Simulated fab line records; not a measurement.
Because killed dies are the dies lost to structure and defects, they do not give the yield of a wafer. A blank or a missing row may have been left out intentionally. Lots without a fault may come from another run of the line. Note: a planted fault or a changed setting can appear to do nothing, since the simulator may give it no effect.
A lot that was struck, set against a sound lot | flow n5 finfet | 16 out of 1938 route steps
Sound: wafers L831.2, L831.4, L831.6. Wafers L818.2, L818.5, L818.6 were the ones struck. The cause is given at the end.
Each step with rows lists, per side, the tool, then ch with its chambers, then its first start. Under that, the readings that differ: sound wafers | struck wafers | difference of the means | sigmas: that difference in standard deviations of wafers without a fault.
alike: readings with means less than 2 such deviations apart, plus words and numbers identical on both sides. not compared: withheld readings, readings lacking a value on some wafer, bounds such as >300 that could conceal the same value, and numbers that have no deviation in the record and whose values overlap.
A row with sigmas, a row that says differs or no value, or rows on one side alone: a step with any of these is where the two part. Numbers that have no deviation but don't overlap get no sigmas and don't part them. A reading missing from all wafers of one side parts the sides only when that side holds two or more wafers.

N5_MOL_CONTACT_COAG_ETCH_106: etches SOC in N2/H2, target depth 80 nm, overetch 16 nm, time 120 s.
  sound on rie diel-04 ch 1,2,3, day 9 12:07; struck on rie diel-02 ch 0,1,3, day 6 06:16
  alike: chamber pressure mTorr, drypump motor current A, n2 flow sccm, oes product au, rf vpp V, showerhead plenum p Torr, temp c, throttle valve pct
  not compared: rf hours counter h
then, 2 steps without rows for these wafers: N5_MOL_CONTACT_COAG_STRIP_107 (strips in N2/H2); N5_MOL_CONTACT_COAG_STRIP_108 (strips in N2/H2).
N5_MOL_CONTACT_COAG_CONTACT_ETCH_14: etches SiO2 in C4F6/O2, target depth 27.5 nm, overetch 8.5 nm, time 20 s.
  sound on rie diel-04 ch 1,2,3, day 9 12:13; struck on rie diel-02 ch 0,1,3, day 6 06:22
  alike: chamber pressure mTorr, drypump motor current A, mfc ar sccm, oes product au, rf vpp V, showerhead plenum p Torr, throttle valve pct
  not compared: rf hours counter h
then, 2 steps without rows for these wafers: N5_MOL_CONTACT_COAG_STRIP_109 (strips in C4F6/O2); N5_MOL_CONTACT_COAG_ETCH_15 (etches SiNx in CH3F/O2, stops on Si:P, target depth 7 nm).
N5_MOL_CONTACT_COAG_ETCH_110: etches Si in CF4/O2, target depth 2.5 nm, time 8 s.
  sound on rie diel-04 ch 1,2,3, day 9 12:18; struck on rie diel-02 ch 0,1,3, day 6 06:27
  alike: chamber pressure mTorr, drypump motor current A, mfc ar sccm, oes product au, rf vpp V, showerhead plenum p Torr, throttle valve pct
  not compared: rf hours counter h
then, 1 step without rows for these wafers: N5_MOL_CONTACT_COAG_STRIP_98 (strips in N2/H2).
N5_MOL_CONTACT_COAG_CD_MEAS_99: the cd target is 17.2 nm.
  sound on cd sem-02, day 9 12:25; struck on cd sem-02, day 6 06:34
  alike: cd nm
then, 2 steps without rows for these wafers: N5_MOL_CONTACT_COAG_IMPLANT_129; N5_MOL_CONTACT_COAG_PRECLEAN_111 (cleans in NF3:NH3, afs cycles 1, time 20 s, sublimation time 60 s).
N5_MOL_CONTACT_COAG_TI_SIL_19: material Ti, target thk 4.2 nm, time 15 s.
  sound on pvd sputter-03, day 9 12:53; struck on pvd sputter-01, day 6 11:01
  alike: susceptor temp C, throttle valve pct
N5_MOL_CONTACT_COAG_ALD_20: deposits TiN, target thk 1.5 nm, pulse time 1 s, purge time 3 s.
  sound on ald metal-03 ch 1,2,3, day 9 13:00; struck on ald metal-03 ch 0,1,3, day 6 11:08
  reading              | sound                | struck               | difference | sigmas
  susceptor temp C (C) | 400.07 400.14 400.16 | 394.50 394.24 394.04 | -5.86      | -29
  alike: heater power w, precursor pulse height rel
N5_MOL_CONTACT_COAG_SIL_ANNEAL_21: time 60 s.
  sound on rtp anneal-01 ch 0, day 9 13:35; struck on rtp anneal-01 ch 0, day 6 11:32
  alike: lamp power pct, lamp_zone_6_pct, wafer_temp_C_max
-- here the record skips 5 days between the struck wafers' starts before and after, leaving off in module MOL_CONTACT_COAG and picking up in module BEOL_M4 (first step shown: number 1111 of the route) --
N5_BEOL_M4_RC_MEAS_101:
  sound on prober-02 ch 0, day 14 05:37; struck on prober-02 ch 0, day 11 09:08
  alike: DIBL_N, DIBL_P, IOFF_N, IOFF_P, ION_N, ION_P, SS_N, SS_P, VT_N, VT_P
-- the record jumps here: 4 days lie between the struck wafers' starts before and after (it left off in module BEOL_M4 and takes up again in module PASSIVATION, whose first step shown is number 1936 of the route) --
N5_PASSIVATION_PROBE_49:
  sound on prober-02, day 18 09:50; struck on prober-02, day 15 18:50
  alike: defect limited yield, killed_at_M0_to_M3, killed_at_M4_up, killed at contacts, killed at front end, killed at other, killed dies, killed on rim, killed open, killed short, sort_bin_4_leakage, sort_bin_5_function, sort_bin_6_memory, sort_bin_8_speed, sort n pass

== WHERE THEY PART ==
At N5_MOL_CONTACT_COAG_ALD_20 and nowhere else, as far as this record goes. Later steps at which nothing parts them and some readings are alike: N5_MOL_CONTACT_COAG_SIL_ANNEAL_21, N5_BEOL_M4_RC_MEAS_101, N5_PASSIVATION_PROBE_49.

WHY: whatever the simulator had introduced
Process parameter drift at N5_MOL_CONTACT_COAG_ALD_20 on ald metal-03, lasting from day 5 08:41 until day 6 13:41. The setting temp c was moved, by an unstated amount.
